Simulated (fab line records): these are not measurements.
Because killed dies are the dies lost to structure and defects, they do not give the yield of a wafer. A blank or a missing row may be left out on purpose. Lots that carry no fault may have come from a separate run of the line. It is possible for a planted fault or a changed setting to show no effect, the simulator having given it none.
Chamber matching / flow nandHarc / NHARC_P_STI_CMP_21 on cmp-02 has 4 sister chambers
The step polishes, t overpolish 20 s, target thk 380.67 nm. 22 wafers are shown with their chamber, then 11 later ones without.

## WAFERS PAIRED WITH THEIR CHAMBERS
wafer=L074.1; chamber=2; motorCurrentA (A)=10.7; overpolishRunS (s)=19.995
wafer=L074.3; chamber=3; motorCurrentA (A)=10.7; overpolishRunS (s)=20.001
wafer=L074.6; chamber=3; motorCurrentA (A)=10.6; overpolishRunS (s)=19.995
wafer=L078.1; chamber=1; motorCurrentA (A)=12.9; overpolishRunS (s)=19.988
wafer=L078.3; chamber=0; motorCurrentA (A)=11.2; overpolishRunS (s)=20.001
wafer=L078.5; chamber=1; motorCurrentA (A)=11.9; overpolishRunS (s)=19.991
wafer=L081.4; chamber=1; motorCurrentA (A)=12.2; overpolishRunS (s)=19.994
wafer=L081.5; chamber=3; motorCurrentA (A)=10.8; overpolishRunS (s)=20.004
wafer=L081.6; chamber=0; motorCurrentA (A)=11.0; overpolishRunS (s)=19.999
wafer=L083.1; chamber=1; motorCurrentA (A)=11.7; overpolishRunS (s)=20.004
wafer=L083.3; chamber=0; motorCurrentA (A)=11.3; overpolishRunS (s)=19.994
wafer=L083.5; chamber=1; motorCurrentA (A)=12.1; overpolishRunS (s)=20.002
wafer=L084.1; chamber=0; motorCurrentA (A)=11.6; overpolishRunS (s)=20.018
wafer=L084.3; chamber=2; motorCurrentA (A)=10.8; overpolishRunS (s)=20.005
wafer=L084.6; chamber=2; motorCurrentA (A)=10.0; overpolishRunS (s)=20.013
wafer=L085.3; chamber=1; motorCurrentA (A)=11.9; overpolishRunS (s)=19.990
wafer=L085.4; chamber=3; motorCurrentA (A)=10.6; overpolishRunS (s)=20.015
wafer=L085.6; chamber=0; motorCurrentA (A)=11.7; overpolishRunS (s)=20.011
wafer=L086.2; chamber=3; motorCurrentA (A)=11.4; overpolishRunS (s)=19.997
wafer=L086.3; chamber=1; motorCurrentA (A)=11.8; overpolishRunS (s)=20.017
wafer=L086.4; chamber=0; motorCurrentA (A)=11.2; overpolishRunS (s)=20.001
wafer=L088.1; chamber=3; motorCurrentA (A)=11.3; overpolishRunS (s)=19.990

SIGNATURES (averages over the wafers above)
reading=motorCurrentA; chamber 0=11.333; chamber 1=12.071; chamber 2=10.500; chamber 3=10.900; scatter within a chamber=0.361
reading=overpolishRunS; chamber 0=20.00400; chamber 1=19.99800; chamber 2=20.00433; chamber 3=20.00033; scatter within a chamber=0.00933
Rule: a wafer's distance from a chamber is the root of the sum, over the readings, of the square of ((its reading less the chamber's mean) divided by the reading's scatter). The wafer belongs to the nearest chamber; if the next one is less than 2 further off, it can't be placed. The scatter is the square root of a quotient: the sum, over the shown wafers, of each reading's squared deviation from its chamber's mean, divided by wafers minus chambers.

## WAFERS WITH NO CHAMBER GIVEN
wafer=L088.2; motorCurrentA (A)=11.0; overpolishRunS (s)=20.003
wafer=L088.6; motorCurrentA (A)=11.0; overpolishRunS (s)=20.015
wafer=L090.1; motorCurrentA (A)=11.4; overpolishRunS (s)=20.012
wafer=L090.3; motorCurrentA (A)=11.9; overpolishRunS (s)=19.989
wafer=L090.6; motorCurrentA (A)=12.0; overpolishRunS (s)=20.002
wafer=L094.1; motorCurrentA (A)=11.5; overpolishRunS (s)=20.007
wafer=L094.4; motorCurrentA (A)=11.0; overpolishRunS (s)=20.008
wafer=L094.6; motorCurrentA (A)=12.4; overpolishRunS (s)=19.998
wafer=L097.1; motorCurrentA (A)=11.6; overpolishRunS (s)=20.001
wafer=L097.2; motorCurrentA (A)=11.6; overpolishRunS (s)=19.990
wafer=L097.6; motorCurrentA (A)=11.4; overpolishRunS (s)=20.007

## THE CHAMBER EACH PASSED THROUGH
wafer=L088.2; from the rows above=can't be placed: 3 or 0 or 2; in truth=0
wafer=L088.6; from the rows above=can't be placed: 0 or 3 or 2 or 1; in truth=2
wafer=L090.1; from the rows above=can't be placed: 0 or 3 or 1 or 2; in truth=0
wafer=L090.3; from the rows above=can't be placed: 1 or 0 or 3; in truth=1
wafer=L090.6; from the rows above=can't be placed: 1 or 0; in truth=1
wafer=L094.1; from the rows above=can't be placed: 0 or 3 or 1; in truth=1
wafer=L094.4; from the rows above=can't be placed: 3 or 0 or 2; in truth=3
wafer=L094.6; from the rows above=1; in truth=1
wafer=L097.1; from the rows above=can't be placed: 0 or 1 or 3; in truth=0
wafer=L097.2; from the rows above=can't be placed: 1 or 0 or 3 or 2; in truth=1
wafer=L097.6; from the rows above=can't be placed: 0 or 3 or 1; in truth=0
1 of 11 placed correctly. Unplaceable from these rows: 10, with the true chamber sitting among the candidates in 10. Number placed wrongly: 0.
